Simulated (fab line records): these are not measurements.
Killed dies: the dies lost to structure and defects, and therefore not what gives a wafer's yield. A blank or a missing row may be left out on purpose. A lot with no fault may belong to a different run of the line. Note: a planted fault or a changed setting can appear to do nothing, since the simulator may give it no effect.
fab line records | flow nand-harc
record lots=6 wafers=18 last-day=33
route steps=1302 shown A_CHANNEL_FILL_D2@625
lots untouched by any fault: they come from a run of this same line in which no faults occurred
start-h: the number of hours between the record's first day and the start of the first shown wafer of the lot | wait-h: time in hours since the lot's previous step | " identical to the entry in the row above | L1.1+2: one row covering several wafers at once | - no value, or no start given | * or withheld: withheld | < > ~ a bound
route shown NAME@n: a module of which the file shows steps, and the number in the route of the first | usual: mean/standard deviation taken from wafers without a fault | same: alike in all rows | chamber/n: place in a boat | sites: readings site by site | _std_site: how widely they spread, as a standard deviation | _edge_site: mean of outer sites minus mean of inner sites | radius-mm: for every site, how far away it sits from the centre of the wafer | mask NAME#n: copy n | behind: the last tool/chamber to shape the wafer | hold: why the lot was held/for how many hours/how that ended | device: which transistor (n, p or np) failed to switch | end of line: at the end of the route, the tests of the same wafers | a step given without rows: its recipe and nothing more | killed: dies lost to structure and defects at the first sort, not the wafer's yield | map: dies across one wafer; x = killed, . = not, _ = none there
set.NAME: the setting as run; set.NAME@STEP: as run at that earlier step | model.NAME: the simulator's own value behind a step, which no gauge read
certain route steps with their lots: each step a table, each wafer a row
services: from which hour (start-h, from the record's first day; less than 0 if before it) a tool's chamber was out of use, for how many hours, and why
## steps
# step NHARC_A_CHANNEL_FILL_D2_ANNEAL_22
# recipe temp-c=620 time-s=7200
# step NHARC_A_CHANNEL_FILL_D2_THK_MEAS_06
# recipe thk-meas-gauge=ellipsometry
# usual thk-nm=5.1/1
# columns lot.wafer tool chamber start-h wait-h thk-nm
L202.3 film-metro-02 - 348.04 0.4 5.2
L202.4 " - " " 4.6
L202.6 " - " " 4.9
L214.3 film-metro-02 - 465.27 0.4 4.0
L214.4 " - " " 4.3
L214.5 " - " " 4.8
L216.1 film-metro-01 - 480.10 0.4 5.2
L216.3 " - " " 5.1
L216.6 " - " " 7.2
L215.1 film-metro-01 - 497.18 0.4 4.9
L215.2 " - " " 4.7
L215.4 " - " " 4.9
L223.1 film-metro-02 - 555.73 0.4 4.4
L223.2 " - " " 5.2
L223.3 " - " " 6.7
L224.2 film-metro-02 - 568.30 0.4 6.0
L224.5 " - " " 3.2
L224.6 " - " " 3.8
# step NHARC_A_CHANNEL_FILL_D2_ALD_25
# recipe target-thk-a=600 pulse-time-s=10 ald-cycles=600 temp-c=300 material=SiOx
# usual heater-power-w=473/55 precursor-pulse-height-rel=0.999/0.019
# columns lot.wafer tool chamber start-h wait-h heater-power-w precursor-pulse-height-rel
L202.4 ald-hk-02 0 348.09 0.0 515 1.024
L202.3 " 2 349.34 1.3 496 0.980
L202.6 " 0 350.59 2.5 517 0.985
L214.4 ald-hk-02 2 465.93 0.7 497 0.991
L214.3 " 0 467.16 1.9 563 1.018
L214.5 " 1 " " 455 1.029
L216.1 ald-hk-03 0 480.15 0.1 513 1.006
L216.3 " 1 " " 515 0.992
L216.6 " 1 483.24 3.1 524 0.998
L215.1 ald-hk-03 1 497.59 0.4 525 1.019
L215.2 " 2 " " 365 1.039
L215.4 " 0 499.44 2.3 516 0.962
L223.3 ald-hk-03 2 556.40 0.7 372 0.990
L223.1 " 3 " " 481 0.995
L223.2 " 0 " " 504 0.999
L224.2 ald-hk-03 1 569.57 1.3 538 1.015
L224.5 " 3 570.80 2.5 469 0.977
L224.6 " 0 " " 520 1.000
# step NHARC_A_CHANNEL_FILL_D2_ETCHBACK_08
# recipe target-depth-a=2200 time-s=110 c4f8-flow-sccm=20 ar-flow-sccm=withheld rf-w=600 bias-w=300 chemistry=C4F8
# usual chamber-pressure-mTorr=24.999/0.023 oes-product-au=0.96/0.037 rf-vpp-V=440.8/2.5
# columns lot.wafer tool chamber start-h wait-h chamber-pressure-mTorr oes-product-au rf-hours-counter-h rf-vpp-V
L202.4 rie-diel-02 3 - - 24.983 0.99 4 442.2
L202.3 " 2 " " 25.033 1.01 4 438.1
L202.6 " 3 " " 24.988 0.99 - 444.0
L214.3 rie-diel-05 1 - - 25.013 0.98 2 440.5
L214.4 " 3 " " 24.998 1.01 2 444.6
L214.5 " 2 " " 24.997 0.99 - 438.2
L216.1 rie-diel-02 0 - - 24.980 0.98 2 441.3
L216.3 " 1 " " 24.979 0.98 2 438.8
L216.6 " 0 " " 24.987 0.98 - 440.3
L215.1 rie-diel-05 0 - - 25.014 1.01 3 444.1
L215.2 " 1 " " 25.006 1.01 3 439.7
L215.4 " 2 " " 25.016 0.99 2 438.8
L223.2 rie-diel-05 1 - - 25.012 0.92 5 440.6
L223.3 " 2 " " 25.039 0.92 5 437.4
L223.1 " 3 " " 25.000 0.93 6 443.5
L224.2 rie-diel-06 0 - - 24.987 1.00 16 439.8
L224.5 " 0 " " 25.040 0.99 - 438.8
L224.6 " 1 " " 24.975 0.99 - 442.9
# step NHARC_A_CHANNEL_FILL_D2_STRIP_29
# recipe time-s=20 o2-flow-sccm=500 ar-flow-sccm=0 bias-w=0 chemistry=O2
# usual chamber-pressure-mTorr=60.00/0.056 drypump-motor-current-A=5.8/0.49 oes-product-au=0.999/0.012 rf-vpp-V=57.8/0.84 showerhead-plenum-p-Torr=3.51/0.13 throttle-valve-pct=17.036/0.0089
# columns lot.wafer tool chamber start-h wait-h chamber-pressure-mTorr drypump-motor-current-A oes-product-au rf-hours-counter-h rf-vpp-V showerhead-plenum-p-Torr throttle-valve-pct
L202.4 rie-diel-02 0 - - 59.94 6.0 0.999 4 57.7 3.48 17.044
L202.3 " 1 " " 59.93 5.7 1.017 4 57.5 3.37 17.040
L202.6 " 2 " " 59.95 6.4 1.015 - 58.4 3.35 17.033
L214.4 rie-diel-05 2 - - 59.97 5.6 0.990 1 57.3 3.41 17.031
L214.3 " 0 " " 60.07 5.0 0.990 2 59.8 3.72 17.027
L214.5 " 2 " " 60.04 5.6 0.995 - 56.7 3.41 17.039
L216.1 rie-diel-02 2 - - 59.95 6.3 0.989 2 56.5 3.35 17.023
L216.3 " 3 " " 59.94 5.7 1.008 2 58.7 3.60 17.034
L216.6 " 1 " " 60.04 5.7 0.983 - 58.2 3.37 17.049
L215.2 rie-diel-05 0 - - 59.97 5.0 1.010 3 58.4 3.72 17.047
L215.4 " 1 " " 60.01 6.6 1.007 3 58.4 3.45 17.028
L215.1 " 2 " " 59.98 5.6 0.995 2 57.8 3.41 17.032
L223.2 rie-diel-05 3 - - 60.00 5.6 1.015 6 56.8 3.65 17.044
L223.3 " 0 " " 60.00 5.0 0.996 6 58.2 3.72 17.036
L223.1 " 1 " " 60.01 6.6 1.011 6 57.7 3.45 17.034
L224.2 rie-diel-06 0 - - 59.94 5.0 0.995 16 56.4 3.49 17.043
L224.6 " 2 " " 60.00 5.6 0.995 - 57.0 3.33 17.034
L224.5 " 3 " " 59.99 6.5 1.000 - 58.0 3.59 17.019
# step NHARC_A_CHANNEL_FILL_D2_PRECLEAN_30
# recipe time-s=30 chemistry=dHF
# step NHARC_A_CHANNEL_FILL_D2_SRD_31
# step NHARC_A_CHANNEL_FILL_D2_CVD_09
# recipe target-thk-a=1500 temp-c=620 pressure-mtorr=200 time-s=3000 material=poly-Si
# step NHARC_A_CHANNEL_FILL_D2_CMP_10
# recipe target-thk-nm=150
# usual motor-current-A=11.7/1.1 slurry-flow-ml-min=149.9/0.47 time-to-endpoint-s=14/3.7
# columns lot.wafer tool chamber start-h wait-h motor-current-A slurry-flow-ml-min time-to-endpoint-s
L202.4 cmp-04 2 359.39 0.4 11.0 150.3 17
L202.3 " 1 " " 10.8 149.5 13
L202.6 " 2 " " 11.3 149.7 20
L214.3 cmp-03 1 476.75 0.4 12.4 149.4 17
L214.4 " 3 " " 10.9 149.8 17
L214.5 " 2 " " 14.3 150.3 17
L216.1 cmp-04 0 491.62 0.4 11.6 150.0 17
L216.3 " 1 " " 9.9 150.5 10
L216.6 " 1 " " 9.8 150.1 10
L215.2 cmp-01 1 508.61 0.4 12.2 149.8 17
L215.4 " 2 " " 11.1 150.5 9
L215.1 " 0 " " 13.3 149.7 11
L223.2 cmp-04 2 567.15 0.4 11.1 149.9 16
L223.3 " 3 " " 11.5 149.5 15
L223.1 " 0 " " 11.2 150.2 19
L224.2 cmp-03 3 579.68 0.4 10.9 150.2 19
L224.6 " 3 " " 11.2 150.5 20
L224.5 " 0 " " 11.8 149.6 16
# step NHARC_A_CHANNEL_FILL_D2_SRD_12
# step NHARC_A_CHANNEL_FILL_D2_RTA_24
# recipe temp-c=1000 time-s=5
# usual anneal-temp-c-max=1005.6/1.3 lamp-power-pct=29.40/0.069 lamp_zone_1_pct=29.40/0.064 wafer_temp_C_max=1006.8/2.3
# columns lot.wafer tool chamber start-h wait-h anneal-temp-c-max lamp-power-pct lamp_zone_1_pct wafer_temp_C_max
L202.3 rtp-anneal-02 0 359.86 0.1 1003.4 29.34 29.34 1004.5
L202.4 " 0 " " 1005.2 29.36 29.37 1005.2
L202.6 " 0 " " 1005.1 29.39 29.39 1004.4
L214.3 rtp-anneal-01 - 477.22 0.1 - - - -
L214.4 " - " " - - - -
L214.5 " - " " - - - -
L216.1 rtp-anneal-01 - 492.04 0.0 - - - -
L216.3 " - " " - - - -
L216.6 " - " " - - - -
L215.1 rtp-anneal-01 0 509.03 0.0 1005.9 29.43 29.45 1007.9
L215.2 " 0 " " 1006.8 29.48 29.47 1011.7
L215.4 " 0 " " 1005.4 29.45 29.43 1006.4
L223.1 rtp-anneal-01 0 567.55 0.0 1006.7 29.44 29.42 1007.1
L223.2 " 0 " " 1005.6 29.42 29.49 1011.7
L223.3 " 0 " " 1008.2 29.41 29.46 1009.7
L224.2 rtp-anneal-01 0 580.13 0.1 1006.3 29.48 29.40 1007.7
L224.5 " 0 " " 1006.5 29.44 29.49 1008.0
L224.6 " 0 " " 1006.6 29.38 29.48 1008.6
# step NHARC_A_CHANNEL_FILL_D2_INSPECT_13
# usual raw-defect-count=378/120
# columns lot.wafer tool chamber start-h wait-h raw-defect-count
L202.3 defect-inspect-02 - 360.00 0.1 482
L202.4 " - " " 475
L202.6 " - " " 298
L214.3 defect-inspect-02 - 477.37 0.1 322
L214.4 " - " " 422
L214.5 " - " " 537
L216.1 defect-inspect-01 - 492.23 0.2 409
L216.3 " - " " 318
L216.6 " - " " 372
L215.1 defect-inspect-02 - 509.22 0.2 776
L215.2 " - " " 596
L215.4 " - " " 571
L223.1 defect-inspect-01 - 567.74 0.2 440
L223.2 " - " " 339
L223.3 " - " " 305
L224.2 defect-inspect-01 - 580.30 0.1 229
L224.5 " - " " 384
L224.6 " - " " 290
## services
# columns tool chamber start-h hours kind
cmp-03 - 358.37 4.0 pm
cmp-03 - 365.79 1.7 repair
rie-diel-06 - 368.92 0.7 repair
rtp-anneal-01 - 372.00 12.0 pm
rie-diel-02 3 378.12 4.8 repair
cmp-03 - 379.69 4.3 repair
rie-diel-06 3 391.65 13.0 repair
rie-diel-02 - 393.70 9.0 pm
rie-diel-06 1 395.50 2.8 repair
cmp-04 - 405.08 4.0 pm
rie-diel-05 - 406.60 9.0 pm
cmp-04 - 424.42 1.1 repair
rie-diel-05 2 426.30 6.9 repair
rie-diel-02 - 437.11 0.4 repair
cmp-03 - 456.37 4.0 pm
ald-hk-02 - 460.82 0.8 repair
rie-diel-06 - 484.24 9.0 pm
rie-diel-05 1 497.95 4.8 repair
cmp-04 - 503.08 4.0 pm
ald-hk-03 - 523.91 1.2 repair
rie-diel-05 0 548.11 2.9 repair
rie-diel-02 1 550.49 4.0 repair
rie-diel-02 - 570.70 9.0 pm
cmp-04 - 574.04 0.9 repair
## key
first-sign step=NHARC_A_CHANNEL_FILL_D2_RTA_24 reading=tool-record direction=missing
effect none on later readings
met-at NHARC_A_CHANNEL_FILL_D2_RTA_24
struck-wafers L214.3,L214.4,L214.5,L216.1,L216.3,L216.6
later-rows-left-out L214.3,L214.4,L214.5,L216.1,L216.3,L216.6
sort-left-out L214.3,L214.4,L214.5,L216.1,L216.3,L216.6
tester-left-out L214,L216
fault kind=skipped-step-whole tool=rtp-anneal-01 chamber=- onset-h=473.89 steps=NHARC_A_CHANNEL_FILL_D2_RTA_24 scope=struck-lots-only
# tester-left-out: of these lots the tester's yield and bins aren't shown, on N5 and GAA mostly nor the transistor test; their killed dies are dies lost to structure and defects alone, not to doping, threshold or leakage, so they don't give the yield
# sort-left-out: the simulated sort isn't trusted on such a fault, so these wafers' sort isn't shown, and their yield isn't known
# later-rows-left-out: the simulator's readings of these wafers behind a module that went badly wrong aren't trusted and aren't shown, but for the sort
